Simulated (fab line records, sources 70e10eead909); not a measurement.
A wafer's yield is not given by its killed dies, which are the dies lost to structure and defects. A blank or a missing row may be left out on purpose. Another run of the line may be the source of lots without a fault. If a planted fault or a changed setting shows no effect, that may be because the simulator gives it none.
Matching of chambers ; flow nand-harc ; rie-diel-07 running NHARC_A_STAIRCASE_TRIM_229: 4 sister chambers
The step chemistry O2, time 211.2 s. 4 wafers are shown with their chamber, then 11 later ones without.

== WAFERS PAIRED WITH THEIR CHAMBERS ==
wafer;chamber;showerhead-plenum-p-Torr (Torr)
L078.1;3;3.61
L078.6;2;3.36
L084.6;0;3.80
L087.1;1;3.32

== WAFERS WITH NO CHAMBER GIVEN ==
wafer;showerhead-plenum-p-Torr (Torr)
L087.4;3.79
L087.5;3.35
L091.4;3.31
L091.5;3.35
L091.6;3.79
L096.2;3.59
L096.5;3.78
L096.6;3.31
L097.1;3.78
L097.3;3.59
L097.5;3.59

== THE CHAMBER EACH PASSED THROUGH ==
wafer;from the rows above;in truth
L087.4;0;0
L087.5;can't be placed: 2 or 1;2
L091.4;1;1
L091.5;can't be placed: 2 or 1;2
L091.6;0;0
L096.2;3;3
L096.5;0;0
L096.6;1;1
L097.1;0;0
L097.3;3;3
L097.5;3;3
9 of 11 placed correctly. Unplaceable from these rows: 2, with the true chamber sitting among the candidates in 2. Placed wrongly: 0.
How it was worked out, from the rows above alone: a wafer's distance from a chamber is the root of the sum, over the readings, of the square of ((its reading less the chamber's mean) divided by the reading's scatter). The wafer belongs to the nearest chamber; if the next one is less than 2 further off, it can't be placed. A chamber's mean is the mean of its shown wafers. The scatter: root of mean squared gap, hidden wafer to nearest shown wafer, with one shown wafer a chamber.
